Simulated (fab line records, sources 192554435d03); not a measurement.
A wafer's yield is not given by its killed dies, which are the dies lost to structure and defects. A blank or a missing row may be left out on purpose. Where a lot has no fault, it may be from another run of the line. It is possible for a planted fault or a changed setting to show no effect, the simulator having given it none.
8D (eight disciplines) problem report, filled in by code    flow n5-finfet    the parts of the form that need people (team, actions taken, sign-off) are left out

1. WHAT WENT WRONG
At N5_FIN_SAQP_ETCH_57, etch-rf-on-time-s averages 67.9 s over 3 wafers from 2 lots, while fault-free wafers read 46.6 s, standard deviation 0.78. Relative to the usual mean, that is a shift of +27 standard deviations.
The step: etches SiNx in CH3F/O2, target depth 32.5 nm, time 46.4 s.
First seen on wafer L800.2, day 6 11:35, on rie-diel-05. The record holds 24 wafers of 8 lots with a number at this step. Rule for "out" (also "out of limits"): further than 4 standard deviations from the usual mean. The rest of the wafers with a number are treated as sound.

2. WHAT IT IS AND WHAT IT IS NOT
question                     is                        is not
which readings at this step  etch-rf-on-time-s         drypump-motor-current-A, mfc-ar-sccm, oes-product-au, rf-fwd-power-W, rf-vpp-V, showerhead-plenum-p-Torr, throttle-valve-pct
which lots                   L800, L802                L782, L791, L792, L803, L804, L805
which wafers of those lots   L800.2, L802.1, L802.6    L800.3, L800.6, L802.2
read on which tools          rie-diel-03, rie-diel-05  -
when                         from day 6 11:35          up to then (11 sound wafers); but 10 sound wafers of L802, L803, L804, L805 came after

3. WHAT RULES OUT EACH SUSPECT
Counting: if a tool at a process step up to the reading ran every lot that is out, it stays a suspect. Sound lots after the first of them don't rule it out here, since some wafers of a struck lot are sound.
- pecvd-01 at N5_FIN_SAQP_PECVD_48 (deposits SiNx from SiH4/NH3/N2, target thk 25 nm, time 22.1 s): kept. It processed each lot that is out (first: L800, day 6 08:40); up to then, its last sound lot is L792 (day 4 09:02).
- rie-si-05 at N5_FIN_SAQP_MANDREL1_REMOVE_56 (chemistry HBr/Cl2/O2, target a-Si, stops on SiNx, bt time 10 s): kept. It ran every lot that is out, first L800 (day 6 11:26).
- Within pecvd-01 at N5_FIN_SAQP_PECVD_48: the wafers that are out ran in chamber 2; their sound lot-mates ran in chamber 1.
What counting leaves: pecvd-01 at N5_FIN_SAQP_PECVD_48 and rie-si-05 at N5_FIN_SAQP_MANDREL1_REMOVE_56.

4. THE CAUSE (what the simulator had put in)
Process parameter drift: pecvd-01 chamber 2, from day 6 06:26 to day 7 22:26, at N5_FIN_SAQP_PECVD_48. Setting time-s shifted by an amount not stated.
This tool is one of the 2 suspects left after counting.

5. SEQUENCE OF EFFECTS, ordered by route
One row per reading whose mean, taken over the struck wafers that have a number, lies over 3 standard deviations from the usual. Readings are gone through only where the record gives a usual standard deviation; hours: the median, over the lots, of the time from a lot's start at the first step in this table giving one to that lot's start at this step; sigmas: the change measured in usual standard deviations.
hours  step                 reading            usual   on struck wafers  change  sigmas
0      N5_FIN_SAQP_ETCH_57  etch-rf-on-time-s  46.6 s  67.9              +21.3   +27
Here are the process steps it includes:
- N5_FIN_SAQP_ETCH_57: etches SiNx in CH3F/O2, target depth 32.5 nm, time 46.4 s.
At these later measuring or inspecting steps, every struck wafer for which the step has a row has a number for every such reading, and none has moved that far: N5_BEOL_M4_RC_MEAS_101.

6. WHAT WOULD HAVE CAUGHT IT SOONER
In this record no reading fell out of limits until day 6 11:35, 5 hours after the fault had begun at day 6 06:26.
An alarm limit of 4 standard deviations would not have fired on the tool readings at N5_FIN_SAQP_PECVD_48 for which the record gives a usual standard deviation, since none of them was out on any struck wafer.
Of the lots that are out (2), L802 began N5_FIN_SAQP_PECVD_48 on pecvd-01 after day 6 11:35. Putting the tool on hold at that point would have spared it.
